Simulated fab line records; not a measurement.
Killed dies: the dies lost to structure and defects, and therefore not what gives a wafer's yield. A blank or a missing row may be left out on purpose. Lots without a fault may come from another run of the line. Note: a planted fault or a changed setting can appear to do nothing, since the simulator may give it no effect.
Which tool is to blame? :: flow nandHarc :: 35 wafers from 12 lots sampled at 7 of the route's 1302 steps

## WHAT EACH GAUGE READ, for each wafer
NHARC_A_SGD_CUT_CD_MEAS_09: target cd 100 nm. Usual: 100.2 nm for cdNm, sd 0.45.
lot: L458
measured: day 19 12:50
on: cdSem-03
cdNm (nm): 100.1 100.6 100.8
flag: 

lot: L460
measured: day 19 23:53
on: cdSem-03
cdNm (nm): 100.0 100.2 100.5
flag: 

lot: L461
measured: day 21 05:35
on: cdSem-03
cdNm (nm): 98.4 99.2 99.3
flag: 

lot: L470
measured: day 24 08:50
on: cdSem-03
cdNm (nm): 99.5 99.8 99.7
flag: 

lot: L473
measured: day 25 00:17
on: cdSem-01
cdNm (nm): 100.6 100.9 100.5
flag: 

lot: L472
measured: day 25 03:07
on: cdSem-03
cdNm (nm): 100.4 100.0
flag: 

lot: L474
measured: day 25 16:49
on: cdSem-01
cdNm (nm): 100.5 100.6 100.1
flag: 

lot: L477
measured: day 27 09:05
on: cdSem-01
cdNm (nm): 99.9 100.1 100.4
flag: 

lot: L476
measured: day 27 10:07
on: cdSem-03
cdNm (nm): 99.6 99.8 99.4
flag: 

lot: L479
measured: day 27 23:40
on: cdSem-03
cdNm (nm): 100.0 99.9 99.7
flag: 

lot: L480
measured: day 28 03:47
on: cdSem-01
cdNm (nm): 100.2 99.8 100.6
flag: 

lot: L481
measured: day 28 21:43
on: cdSem-03
cdNm (nm): 100.8 100.5 100.2
flag: 

NHARC_A_SGD_CUT_THK_MEAS_22: measures by ellipsometry. Usual: 148.4 nm for thkNm, sd 1.3.
lot: L458
measured: day 19 20:50
on: filmMetro-01
thkNm (nm): 150.9 150.2 148.4
flag: 

lot: L460
measured: day 20 06:07
on: filmMetro-01
thkNm (nm): 148.4 148.7 147.7
flag: 

lot: L461
measured: day 21 13:57
on: filmMetro-02
thkNm (nm): 149.0 149.1 147.8
flag: 

lot: L470
measured: day 24 15:23
on: filmMetro-01
thkNm (nm): 148.1 145.5 74.8
flag: OFF

lot: L473
measured: day 25 07:58
on: filmMetro-02
thkNm (nm): 148.2 148.2 77.6
flag: OFF

lot: L472
measured: day 25 07:59
on: filmMetro-02
thkNm (nm): 75.8 75.4
flag: OFF

lot: L474
measured: day 25 23:11
on: filmMetro-02
thkNm (nm): 147.2 149.5 148.4
flag: 

lot: L477
measured: day 27 15:57
on: filmMetro-02
thkNm (nm): 148.2 148.8 147.3
flag: 

lot: L476
measured: day 27 15:58
on: filmMetro-01
thkNm (nm): 149.6 148.2 149.2
flag: 

lot: L479
measured: day 28 06:10
on: filmMetro-01
thkNm (nm): 145.5 147.5 147.9
flag: 

lot: L480
measured: day 28 10:31
on: filmMetro-02
thkNm (nm): 148.3 148.5 149.5
flag: 

lot: L481
measured: day 29 04:19
on: filmMetro-02
thkNm (nm): 147.6 147.8 148.6
flag: 

NHARC_A_SGD_CUT_INSPECT_25. Usual: 378 for rawDefectCount, sd 92.
lot: L458
measured: day 19 21:20
on: defectInspect-01
rawDefectCount: 279 299 286
flag: 

lot: L460
measured: day 20 06:34
on: defectInspect-01
rawDefectCount: 381 441 409
flag: 

lot: L461
measured: day 21 14:25
on: defectInspect-01
rawDefectCount: 347 541 314
flag: 

lot: L470
measured: day 24 15:51
on: defectInspect-02
rawDefectCount: 335 222 217
flag: 

lot: L473
measured: day 25 08:31
on: defectInspect-02
rawDefectCount: 461 254 453
flag: 

lot: L472
measured: day 25 08:29
on: defectInspect-02
rawDefectCount: 439 389
flag: 

lot: L474
measured: day 25 23:38
on: defectInspect-01
rawDefectCount: 298 306 446
flag: 

lot: L477
measured: day 27 16:25
on: defectInspect-01
rawDefectCount: 243 208 248
flag: 

lot: L476
measured: day 27 16:25
on: defectInspect-02
rawDefectCount: 398 321 432
flag: 

lot: L479
measured: day 28 06:38
on: defectInspect-01
rawDefectCount: 413 290 257
flag: 

lot: L480
measured: day 28 10:59
on: defectInspect-02
rawDefectCount: 365 503 374
flag: 

lot: L481
measured: day 29 04:47
on: defectInspect-01
rawDefectCount: 504 604 440
flag: 

NHARC_END_SORT_01. Usual: killedAtArray 54, standard deviation 20; killedAtOther 0.9, standard deviation 1.1; killedAtPeriphery 3.8, standard deviation 2.4; killedDies 58, standard deviation 20; killedOpen 3.5, standard deviation 1.9; killedShort 2.5, standard deviation 1.6.
lot: L473
measured: day 30 10:32
on: prober-01
killedAtArray: 18 21 31
killedAtOther: 3 0 2
killedAtPeriphery: 4 3 3
killedDies: 25 24 36
killedOpen: 6 3 4
killedShort: 2 0 3
flag: 

lot: L472
measured: day 30 04:20
on: prober-01
killedAtArray: 79
killedAtOther: 1
killedAtPeriphery: 4
killedDies: 84
killedOpen: 3
killedShort: 2
flag: 

lot: L476
measured: day 32 18:46
on: prober-01
killedAtArray: 64 52 67
killedAtOther: 2 0 0
killedAtPeriphery: 10 12 13
killedDies: 76 64 80
killedOpen: 3 3 6
killedShort: 5 2 1
flag: OFF

## TOOL THAT RAN EACH LOT (tool first, then ch and the chambers of the sampled wafers, then the start)
lot: L458
NHARC_A_SGD_CUT_STRIP_17: rieDiel-08 ch 0,3, day 19 14:10 or earlier
NHARC_A_SGD_CUT_DEP_20: fcvd-02 ch 1, day 19 14:10
NHARC_A_SGD_CUT_CMP_21: cmp-04 ch 0,1,2, day 19 20:38

lot: L460
NHARC_A_SGD_CUT_STRIP_17: rieDiel-11 ch 1,2, day 20 01:15 or earlier
NHARC_A_SGD_CUT_DEP_20: fcvd-01 ch 0,1, day 20 01:15
NHARC_A_SGD_CUT_CMP_21: cmp-02 ch 0,3, day 20 05:53

lot: L461
NHARC_A_SGD_CUT_STRIP_17: rieDiel-11 ch 0,1,2, day 21 06:54 or earlier
NHARC_A_SGD_CUT_DEP_20: fcvd-01 ch 0,1, day 21 06:54
NHARC_A_SGD_CUT_CMP_21: cmp-01 ch 0,1,2, day 21 13:43

lot: L470
NHARC_A_SGD_CUT_STRIP_17: rieDiel-08 ch 0,1,3, day 24 10:08 or earlier
NHARC_A_SGD_CUT_DEP_20: fcvd-01 ch 0,1, day 24 10:08
NHARC_A_SGD_CUT_CMP_21: cmp-01 ch 0,2,3, day 24 15:08

lot: L473
NHARC_A_SGD_CUT_STRIP_17: rieDiel-08 ch 0,3, day 25 01:46 or earlier
NHARC_A_SGD_CUT_DEP_20: fcvd-01 ch 1, day 25 01:46
NHARC_A_SGD_CUT_CMP_21: cmp-02 ch 0,2,3, day 25 07:44

lot: L472
NHARC_A_SGD_CUT_STRIP_17: rieDiel-11 ch 2,3, day 25 04:46 or earlier
NHARC_A_SGD_CUT_DEP_20: fcvd-01 ch 0,1, day 25 04:46
NHARC_A_SGD_CUT_CMP_21: cmp-01 ch 0,1, day 25 07:47

lot: L474
NHARC_A_SGD_CUT_STRIP_17: rieDiel-06 ch 2,3, day 25 18:19 or earlier
NHARC_A_SGD_CUT_DEP_20: fcvd-02 ch 0,1, day 25 18:19
NHARC_A_SGD_CUT_CMP_21: cmp-01 ch 0,1,3, day 25 22:58

lot: L477
NHARC_A_SGD_CUT_STRIP_17: rieDiel-11 ch 0,1,3, day 27 10:25 or earlier
NHARC_A_SGD_CUT_DEP_20: fcvd-02 ch 0,1, day 27 10:25
NHARC_A_SGD_CUT_CMP_21: cmp-01 ch 0,3, day 27 15:41

lot: L476
NHARC_A_SGD_CUT_STRIP_17: rieDiel-08 ch 0,2,3, day 27 11:26 or earlier
NHARC_A_SGD_CUT_DEP_20: fcvd-01 ch 0, day 27 11:26
NHARC_A_SGD_CUT_CMP_21: cmp-04 ch 1,2,3, day 27 15:42

lot: L479
NHARC_A_SGD_CUT_STRIP_17: rieDiel-08 ch 1,2,3, day 28 00:58 or earlier
NHARC_A_SGD_CUT_DEP_20: fcvd-01 ch 0, day 28 00:58
NHARC_A_SGD_CUT_CMP_21: cmp-01 ch 1,2, day 28 05:55

lot: L480
NHARC_A_SGD_CUT_STRIP_17: rieDiel-11 ch 0,1,2, day 28 05:11 or earlier
NHARC_A_SGD_CUT_DEP_20: fcvd-01 ch 0, day 28 05:11
NHARC_A_SGD_CUT_CMP_21: cmp-01 ch 1,2, day 28 10:16

lot: L481
NHARC_A_SGD_CUT_STRIP_17: rieDiel-11 ch 0,1, day 28 23:02 or earlier
NHARC_A_SGD_CUT_DEP_20: fcvd-01 ch 0,1, day 28 23:02
NHARC_A_SGD_CUT_CMP_21: cmp-02 ch 0,3, day 29 04:04
- NHARC_A_SGD_CUT_STRIP_17: strips in O2.
- NHARC_A_SGD_CUT_DEP_20: deposits SiO2, target thk 150 nm.
- NHARC_A_SGD_CUT_CMP_21: polishes, target thk 148.19 nm.

## AS READ BY THE TOOLS THEMSELVES (means over the sampled wafers that have a number; for cases with no such wafer, the mark the record gives instead)
NHARC_A_SGD_CUT_STRIP_17. Usual: drypumpMotorCurrentA 5.7 A, standard deviation 0.56; oesProductAu 1.000 a.u., standard deviation 0.0077; rfVppV 57.7 V, standard deviation 0.78; showerheadPlenumPTorr 3.50 Torr, standard deviation 0.15; throttleValvePct 17.036 %, standard deviation 0.0084.
lot: L458
tool: rieDiel-08
drypumpMotorCurrentA (A): 5.4
oesProductAu (a.u.): 0.996
rfVppV (V): 58.4
showerheadPlenumPTorr (Torr): 3.44
throttleValvePct (%): 17.030
flag: 

lot: L460
tool: rieDiel-11
drypumpMotorCurrentA (A): 5.7
oesProductAu (a.u.): 1.012
rfVppV (V): 57.6
showerheadPlenumPTorr (Torr): 3.42
throttleValvePct (%): 17.036
flag: 

lot: L461
tool: rieDiel-11
drypumpMotorCurrentA (A): 5.9
oesProductAu (a.u.): 1.008
rfVppV (V): 57.7
showerheadPlenumPTorr (Torr): 3.46
throttleValvePct (%): 17.034
flag: 

lot: L470
tool: rieDiel-08
drypumpMotorCurrentA (A): 5.6
oesProductAu (a.u.): 1.005
rfVppV (V): 59.0
showerheadPlenumPTorr (Torr): 3.52
throttleValvePct (%): 17.038
flag: 

lot: L473
tool: rieDiel-08
drypumpMotorCurrentA (A): 5.4
oesProductAu (a.u.): 1.008
rfVppV (V): 57.3
showerheadPlenumPTorr (Torr): 3.43
throttleValvePct (%): 17.037
flag: 

lot: L472
tool: rieDiel-11
drypumpMotorCurrentA (A): 5.2
oesProductAu (a.u.): 1.000
rfVppV (V): 56.7
showerheadPlenumPTorr (Torr): 3.37
throttleValvePct (%): 17.040
flag: 

lot: L474
tool: rieDiel-06
drypumpMotorCurrentA (A): 5.7
oesProductAu (a.u.): 0.993
rfVppV (V): 58.4
showerheadPlenumPTorr (Torr): 3.66
throttleValvePct (%): 17.042
flag: 

lot: L477
tool: rieDiel-11
drypumpMotorCurrentA (A): 5.9
oesProductAu (a.u.): 0.994
rfVppV (V): 57.7
showerheadPlenumPTorr (Torr): 3.42
throttleValvePct (%): 17.040
flag: 

lot: L476
tool: rieDiel-08
drypumpMotorCurrentA (A): 5.4
oesProductAu (a.u.): 0.990
rfVppV (V): 57.5
showerheadPlenumPTorr (Torr): 3.38
throttleValvePct (%): 17.043
flag: 

lot: L479
tool: rieDiel-08
drypumpMotorCurrentA (A): 5.6
oesProductAu (a.u.): 1.002
rfVppV (V): 57.2
showerheadPlenumPTorr (Torr): 3.46
throttleValvePct (%): 17.030
flag: 

lot: L480
tool: rieDiel-11
drypumpMotorCurrentA (A): 5.9
oesProductAu (a.u.): 1.007
rfVppV (V): 57.8
showerheadPlenumPTorr (Torr): 3.45
throttleValvePct (%): 17.033
flag: 

lot: L481
tool: rieDiel-11
drypumpMotorCurrentA (A): 6.2
oesProductAu (a.u.): 0.998
rfVppV (V): 57.4
showerheadPlenumPTorr (Torr): 3.50
throttleValvePct (%): 17.032
flag: 

NHARC_A_SGD_CUT_CMP_21. Usual: edgeZonePressureFrac 1.000, standard deviation 0.0047; motorCurrentA 12.0 A, standard deviation 1.4; timeToEndpointS 50.0 s, standard deviation 2.3.
lot: L458
tool: cmp-04
edgeZonePressureFrac: 1.002
motorCurrentA (A): 11.4
timeToEndpointS (s): 50.7
flag: 

lot: L460
tool: cmp-02
edgeZonePressureFrac: 0.998
motorCurrentA (A): 12.2
timeToEndpointS (s): 52.0
flag: 

lot: L461
tool: cmp-01
edgeZonePressureFrac: 1.000
motorCurrentA (A): 12.7
timeToEndpointS (s): 48.8
flag: 

lot: L470
tool: cmp-01
edgeZonePressureFrac: 0.998
motorCurrentA (A): 12.6
timeToEndpointS (s): 42.1
flag: OFF

lot: L473
tool: cmp-02
edgeZonePressureFrac: 0.995
motorCurrentA (A): 12.7
timeToEndpointS (s): 38.6
flag: OFF

lot: L472
tool: cmp-01
edgeZonePressureFrac: 1.004
motorCurrentA (A): 12.4
timeToEndpointS (s): 26.8
flag: OFF

lot: L474
tool: cmp-01
edgeZonePressureFrac: 0.999
motorCurrentA (A): 12.4
timeToEndpointS (s): 47.8
flag: 

lot: L477
tool: cmp-01
edgeZonePressureFrac: 1.006
motorCurrentA (A): 13.5
timeToEndpointS (s): 51.2
flag: 

lot: L476
tool: cmp-04
edgeZonePressureFrac: 0.997
motorCurrentA (A): 11.4
timeToEndpointS (s): 50.7
flag: 

lot: L479
tool: cmp-01
edgeZonePressureFrac: 1.003
motorCurrentA (A): 11.9
timeToEndpointS (s): 49.8
flag: 

lot: L480
tool: cmp-01
edgeZonePressureFrac: 1.005
motorCurrentA (A): 11.9
timeToEndpointS (s): 47.4
flag: 

lot: L481
tool: cmp-02
edgeZonePressureFrac: 1.000
motorCurrentA (A): 11.0
timeToEndpointS (s): 49.0
flag: 

## THE ANSWER, worked out from the rows above alone
Rule: take the mean of a lot's wafers that have a number; if it is more than 3 standard deviations from the usual mean, the lot is off. A lot without any number at a reading at which 4 lots or more have one is off too. Where the step has rows for the other lots, those lots are counted as sound. Order of review: gauges by route order, followed by the tools' own readings, for which a lot's mean as printed above is used. The first step at which some lot is off is used, and at that step the reading that is off furthest; a lot without a number counts as furthest.
Off, at NHARC_A_SGD_CUT_THK_MEAS_22 on thkNm: L470, L473, L472.
If a tool, at a process step before that reading, ran all the lots that are off and no sound lot after the first of them, it fits. Not tried: the gauges at NHARC_A_SGD_CUT_THK_MEAS_22; whatever is off there is also off at NHARC_A_SGD_CUT_CMP_21, on other tools, and gauge error can't account for it. NHARC_A_SGD_CUT_STRIP_17: start missing for some lots; hours and lot order therefore follow NHARC_A_SGD_CUT_DEP_20. Not one of the candidates tried fits.

## WHAT THE SIMULATOR PUT IN
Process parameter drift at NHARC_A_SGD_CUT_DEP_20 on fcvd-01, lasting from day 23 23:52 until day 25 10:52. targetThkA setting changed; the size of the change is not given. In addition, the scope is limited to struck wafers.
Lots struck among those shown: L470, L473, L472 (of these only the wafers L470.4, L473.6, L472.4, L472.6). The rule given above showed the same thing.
